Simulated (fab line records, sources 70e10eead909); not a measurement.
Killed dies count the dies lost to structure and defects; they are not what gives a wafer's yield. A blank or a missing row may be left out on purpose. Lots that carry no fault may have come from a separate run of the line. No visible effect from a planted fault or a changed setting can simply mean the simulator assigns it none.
Tool commonality check ; flow nand-harc ; 39 wafers sampled across 12 lots

== WHY IT WAS OPENED ==
At NHARC_P_CONTACT_CD_MEAS_12 the reading cd-nm is flagged on 1 of 12 lots. Fault-free wafers read 90.0 nm, with a standard deviation of 0.46.
Rule: a lot is flagged in two cases, either no wafer of it has a number, or all its wafers with numbers fall more than 4 standard deviations from that mean. All remaining lots are regarded as sound.

lot;measured;on;cd-nm (nm), wafer by wafer;flag
L214;day 6 01:27;cd-sem-02;90.1 90.4 90.2;
L216;day 7 00:32;cd-sem-01;89.9 89.8 90.4;
L218;day 7 12:13;cd-sem-01;90.1 89.8 90.3;
L219;day 8 08:07;cd-sem-02;90.4 89.3 90.7;
L222;day 9 08:45;cd-sem-01;89.9 89.8 89.9;
L223;day 9 22:07;cd-sem-02;89.6 90.0 90.5;
L226;day 10 20:39;cd-sem-02;82.2 82.6 82.4 81.8 83.1 82.3;FLAGGED
L228;day 11 19:50;cd-sem-03;90.7 90.8 89.6;
L232;day 13 12:59;cd-sem-02;90.3 88.9 89.7;
L233;day 13 14:21;cd-sem-02;89.7 89.5 89.3;
L235;day 14 09:08;cd-sem-01;90.2 90.6 90.8;
L236;day 15 02:02;cd-sem-03;90.1 90.2 90.3;
Average over the flagged lots: 82.4 nm; offset from the usual -7.6 nm, equal to -17 standard deviations.

== EACH LOT AND THE TOOL IT RAN ON ==
The record holds 3 process steps before the reading, out of a route of 1302 steps. Each cell gives the tool, then ch followed by the chambers the sampled wafers passed through, then the start.
lot;flag;NHARC_P_GATE_STRIP_95;NHARC_P_CONTACT_DEP_00;NHARC_P_CONTACT_EXPOSE_09
L214;;plasma-asher-02 ch 1, day 5 22:02;pecvd-03 ch 0,1,2, day 6 01:19 or earlier;arfi-scanner-01 ch 0, day 6 01:19
L216;;plasma-asher-02 ch 0,1, day 6 21:07;pecvd-03 ch 1,2, day 7 00:24 or earlier;arfi-scanner-02 ch 0, day 7 00:24
L218;;plasma-asher-02 ch 0,1, day 7 08:56;pecvd-03 ch 0,2, day 7 12:05 or earlier;arfi-scanner-02 ch 0, day 7 12:05
L219;;plasma-asher-02 ch 0,1, day 8 04:41;pecvd-03 ch 0,1,2, day 8 07:59 or earlier;arfi-scanner-03 ch 0, day 8 07:59
L222;;plasma-asher-02 ch 0,1, day 9 05:23;pecvd-02 ch 0,1,2, day 9 08:37 or earlier;arfi-scanner-03 ch 0, day 9 08:37
L223;;plasma-asher-02 ch 0,1, day 9 18:40;pecvd-04 ch 0,1,2, day 9 21:59 or earlier;arfi-scanner-01 ch 0, day 9 21:59
L226;FLAGGED;plasma-asher-02 ch 0,1, day 10 17:13;pecvd-03 ch 0,2, day 10 20:31 or earlier;arfi-scanner-01 ch 0, day 10 20:31
L228;;plasma-asher-01 ch 0,1, day 11 16:23;pecvd-02 ch 1,2, day 11 19:42 or earlier;arfi-scanner-01 ch 0, day 11 19:42
L232;;plasma-asher-02 ch 0,1, day 13 09:33;pecvd-02 ch 0,1,2, day 13 12:50 or earlier;arfi-scanner-02 ch 0, day 13 12:50
L233;;plasma-asher-01 ch 0,1, day 13 10:56;pecvd-04 ch 1,2, day 13 14:13 or earlier;arfi-scanner-03 ch 0, day 13 14:13
L235;;plasma-asher-02 ch 0, day 14 05:51;pecvd-03 ch 0,1,2, day 14 08:59 or earlier;arfi-scanner-01 ch 0, day 14 08:59
L236;;plasma-asher-01 ch 0,1, day 14 22:44;pecvd-02 ch 0,2, day 15 01:53 or earlier;arfi-scanner-01 ch 0, day 15 01:53
These steps, and what they do:
- NHARC_P_GATE_STRIP_95: strips in O2.
- NHARC_P_CONTACT_DEP_00: deposits SiO2, target thk 500 nm.
- NHARC_P_CONTACT_EXPOSE_09: exposes mask P CA, target cd 90 nm.
- NHARC_P_CONTACT_CD_MEAS_12: target cd 90 nm.

== FLAGGED OVER TOTAL, TOOL BY TOOL (the gauges that took the reading come last) ==
step;tool;lots run;flagged;share of the flagged lots;sound lots run after its first flagged lot
NHARC_P_GATE_STRIP_95;plasma-asher-01;3;0;none;-
NHARC_P_GATE_STRIP_95;plasma-asher-02;9;1;all;2 (L232,L235)
NHARC_P_CONTACT_DEP_00;pecvd-02;4;0;none;-
NHARC_P_CONTACT_DEP_00;pecvd-03;6;1;all;1 (L235)
NHARC_P_CONTACT_DEP_00;pecvd-04;2;0;none;-
NHARC_P_CONTACT_EXPOSE_09;arfi-scanner-01;6;1;all;3 (L228,L235,L236)
NHARC_P_CONTACT_EXPOSE_09;arfi-scanner-02;3;0;none;-
NHARC_P_CONTACT_EXPOSE_09;arfi-scanner-03;3;0;none;-
NHARC_P_CONTACT_CD_MEAS_12;cd-sem-01;4;0;none;-
NHARC_P_CONTACT_CD_MEAS_12;cd-sem-02;6;1;all;2 (L232,L233)
NHARC_P_CONTACT_CD_MEAS_12;cd-sem-03;2;0;none;-
Because NHARC_P_CONTACT_DEP_00 lacks a start for some lots, the hours and order of its lots are taken from NHARC_P_CONTACT_EXPOSE_09.

== WHAT THE TABLE PERMITS ==
4 rows of the table ran every flagged lot: plasma-asher-02 at NHARC_P_GATE_STRIP_95, pecvd-03 at NHARC_P_CONTACT_DEP_00, arfi-scanner-01 at NHARC_P_CONTACT_EXPOSE_09, cd-sem-02 at NHARC_P_CONTACT_CD_MEAS_12.
- plasma-asher-02 at NHARC_P_GATE_STRIP_95 ran 9 lots, 1 of them flagged. Lots that were sound ran on it after the first flagged one (L232, L235); a persistent fault on the entire tool would not allow that.
- pecvd-03 at NHARC_P_CONTACT_DEP_00 ran 6 lots, 1 of them flagged. Lots that were sound ran on it after the first flagged one (L235); a persistent fault on the entire tool would not allow that.
- arfi-scanner-01 at NHARC_P_CONTACT_EXPOSE_09 ran 6 lots, 1 of them flagged. Lots that were sound ran on it after the first flagged one (L228, L235, L236); a persistent fault on the entire tool would not allow that.
- cd-sem-02 at NHARC_P_CONTACT_CD_MEAS_12 ran 6 lots, 1 of them flagged. Lots that were sound ran on it after the first flagged one (L232, L233); a persistent fault on the entire tool would not allow that.
No row of the table ran every flagged lot and no sound lot after the first.

== WHAT THE SIMULATOR HAD INSERTED ==
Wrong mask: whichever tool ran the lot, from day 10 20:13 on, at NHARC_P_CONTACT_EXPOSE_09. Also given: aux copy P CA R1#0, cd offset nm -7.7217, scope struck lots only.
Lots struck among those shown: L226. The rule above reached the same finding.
